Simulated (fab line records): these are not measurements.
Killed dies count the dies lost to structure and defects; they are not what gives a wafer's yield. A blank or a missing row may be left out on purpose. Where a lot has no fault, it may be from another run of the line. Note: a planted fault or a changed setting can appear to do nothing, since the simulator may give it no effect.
Chamber matching || flow nand-harc || NHARC_A_CHANNEL_FILL_D1_ALD_14 on ald-hk-02: 4 sister chambers
The step deposits SiO2, target thk 2.5 nm, pulse time 10 s, ald cycles 25. 7 wafers are shown with their chamber, then 7 later ones without.

EACH WAFER AND ITS CHAMBER
{"wafer": "L078.3", "chamber": 0, "heater-power-w (W)": 585, "precursor-pulse-height-rel": 1.010}
{"wafer": "L078.4", "chamber": 2, "heater-power-w (W)": 472, "precursor-pulse-height-rel": 1.025}
{"wafer": "L077.3", "chamber": 0, "heater-power-w (W)": 587, "precursor-pulse-height-rel": 1.015}
{"wafer": "L086.3", "chamber": 3, "heater-power-w (W)": 449, "precursor-pulse-height-rel": 0.990}
{"wafer": "L086.6", "chamber": 1, "heater-power-w (W)": 464, "precursor-pulse-height-rel": 0.993}
{"wafer": "L091.1", "chamber": 1, "heater-power-w (W)": 508, "precursor-pulse-height-rel": 1.004}
{"wafer": "L091.3", "chamber": 3, "heater-power-w (W)": 444, "precursor-pulse-height-rel": 1.008}

WAFERS WITH NO CHAMBER GIVEN
{"wafer": "L091.4", "heater-power-w (W)": 450, "precursor-pulse-height-rel": 0.993}
{"wafer": "L092.4", "heater-power-w (W)": 441, "precursor-pulse-height-rel": 0.935}
{"wafer": "L092.5", "heater-power-w (W)": 515, "precursor-pulse-height-rel": 0.982}
{"wafer": "L092.6", "heater-power-w (W)": 578, "precursor-pulse-height-rel": 0.990}
{"wafer": "L094.1", "heater-power-w (W)": 451, "precursor-pulse-height-rel": 1.013}
{"wafer": "L094.2", "heater-power-w (W)": 513, "precursor-pulse-height-rel": 1.012}
{"wafer": "L094.6", "heater-power-w (W)": 460, "precursor-pulse-height-rel": 1.035}

WHICH CHAMBER EACH WENT THROUGH
{"wafer": "L091.4", "from the rows above": "can't be placed: 3 or 1", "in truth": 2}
{"wafer": "L092.4", "from the rows above": "can't be placed: 3 or 1", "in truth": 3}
{"wafer": "L092.5", "from the rows above": "can't be placed: 1 or 3", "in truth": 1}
{"wafer": "L092.6", "from the rows above": 0, "in truth": 0}
{"wafer": "L094.1", "from the rows above": "can't be placed: 3 or 2 or 1", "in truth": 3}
{"wafer": "L094.2", "from the rows above": "can't be placed: 1 or 2 or 3 or 0", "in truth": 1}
{"wafer": "L094.6", "from the rows above": 2, "in truth": 2}
2 of 7 placed correctly. These rows do not allow placing 5 (true chamber among the candidates in 4). Number placed wrongly: 0.
How it was worked out, from the rows above alone: a wafer's distance from a chamber is the root of the sum, over the readings, of the square of ((its reading less the chamber's mean) divided by the reading's scatter). If the next closest chamber is less than 2 further off than the closest, the wafer can't be placed; otherwise it belongs to the closest. A chamber's mean is the mean of its shown wafers. The scatter: take each reading less its chamber's mean, square it, sum over the shown wafers, divide by the number of wafers less the number of chambers, and take the root.
